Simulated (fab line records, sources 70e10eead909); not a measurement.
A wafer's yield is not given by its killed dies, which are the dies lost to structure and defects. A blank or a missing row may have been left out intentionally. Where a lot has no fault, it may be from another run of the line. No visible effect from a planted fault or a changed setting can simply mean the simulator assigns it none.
Chamber matching | flow nand harc | NHARC_A_STAIRCASE_ETCH_292 on rie diel-13 has 4 sister chambers
The step etches the open film in CF4/CHF3. 22 wafers are shown with their chamber, then 11 later ones without.

== WAFERS, EACH WITH ITS CHAMBER ==
wafer  | chamber | drypump motor current A (A) | showerhead plenum p Torr (Torr) | rf vpp V (V)
L075.2 | 3       | 5.9                         | 1.59                            | 371.6
L075.4 | 2       | 5.5                         | 1.59                            | 370.2
L075.5 | 2       | 5.5                         | 1.59                            | 370.6
L077.3 | 1       | 5.9                         | 1.67                            | 374.7
L077.4 | 0       | 5.2                         | 1.60                            | 371.7
L077.5 | 2       | 5.5                         | 1.59                            | 371.5
L080.2 | 1       | 5.9                         | 1.67                            | 374.0
L080.3 | 2       | 5.6                         | 1.58                            | 370.6
L080.5 | 0       | 5.3                         | 1.60                            | 370.5
L079.1 | 0       | 5.3                         | 1.60                            | 370.7
L079.2 | 1       | 5.9                         | 1.67                            | 374.0
L079.3 | 3       | 5.9                         | 1.59                            | 371.0
L081.3 | 1       | 5.9                         | 1.66                            | 374.8
L081.5 | 3       | 5.9                         | 1.59                            | 369.2
L081.6 | 0       | 5.2                         | 1.60                            | 372.8
L083.2 | 2       | 5.5                         | 1.58                            | 370.3
L083.3 | 3       | 5.9                         | 1.58                            | 371.2
L083.6 | 2       | 5.5                         | 1.58                            | 370.0
L082.2 | 3       | 5.9                         | 1.58                            | 371.6
L082.4 | 2       | 5.5                         | 1.58                            | 371.0
L082.5 | 2       | 5.5                         | 1.58                            | 371.0
L084.3 | 3       | 5.9                         | 1.58                            | 369.6

SIGNATURES (means of the wafers above)
reading                  | chamber 0 | chamber 1 | chamber 2 | chamber 3 | scatter within a chamber
drypump motor current A  | 5.250     | 5.900     | 5.513     | 5.900     | 0.0323
showerhead plenum p Torr | 1.6000    | 1.6675    | 1.5837    | 1.5850    | 0.00479
rf vpp V                 | 371.425   | 374.375   | 370.650   | 370.700   | 0.784
Rule: a wafer lies at a distance from a chamber equal to the root of the sum of squares, over the readings, of (its reading less the chamber's mean, divided by the reading's scatter). If the next closest chamber is less than 2 further off than the closest, the wafer can't be placed; otherwise it belongs to the closest. The scatter: take each reading less its chamber's mean, square it, sum over the shown wafers, divide by the number of wafers less the number of chambers, and take the root.

== WAFERS WITH NO CHAMBER GIVEN ==
wafer  | drypump motor current A (A) | showerhead plenum p Torr (Torr) | rf vpp V (V)
L084.5 | 5.9                         | 1.58                            | 370.8
L084.6 | 5.3                         | 1.60                            | 370.9
L092.1 | 5.5                         | 1.57                            | 371.1
L092.2 | 5.3                         | 1.59                            | 370.6
L092.5 | 5.5                         | 1.57                            | 372.8
L095.2 | 5.3                         | 1.59                            | 370.9
L095.4 | 5.9                         | 1.65                            | 372.5
L095.5 | 5.5                         | 1.57                            | 370.4
L097.2 | 5.3                         | 1.59                            | 371.5
L097.3 | 5.9                         | 1.65                            | 372.2
L097.6 | 5.9                         | 1.57                            | 372.3

== WHICH CHAMBER EACH ONE RAN IN ==
wafer  | from the rows above | in truth
L084.5 | 3                   | 3
L084.6 | 0                   | 0
L092.1 | 2                   | 2
L092.2 | 0                   | 0
L092.5 | 2                   | 2
L095.2 | 0                   | 0
L095.4 | 1                   | 1
L095.5 | 2                   | 2
L097.2 | 0                   | 0
L097.3 | 1                   | 1
L097.6 | 3                   | 3
Correctly placed: 11 of 11. Can't be placed from these rows: 0. Placed wrongly: 0.
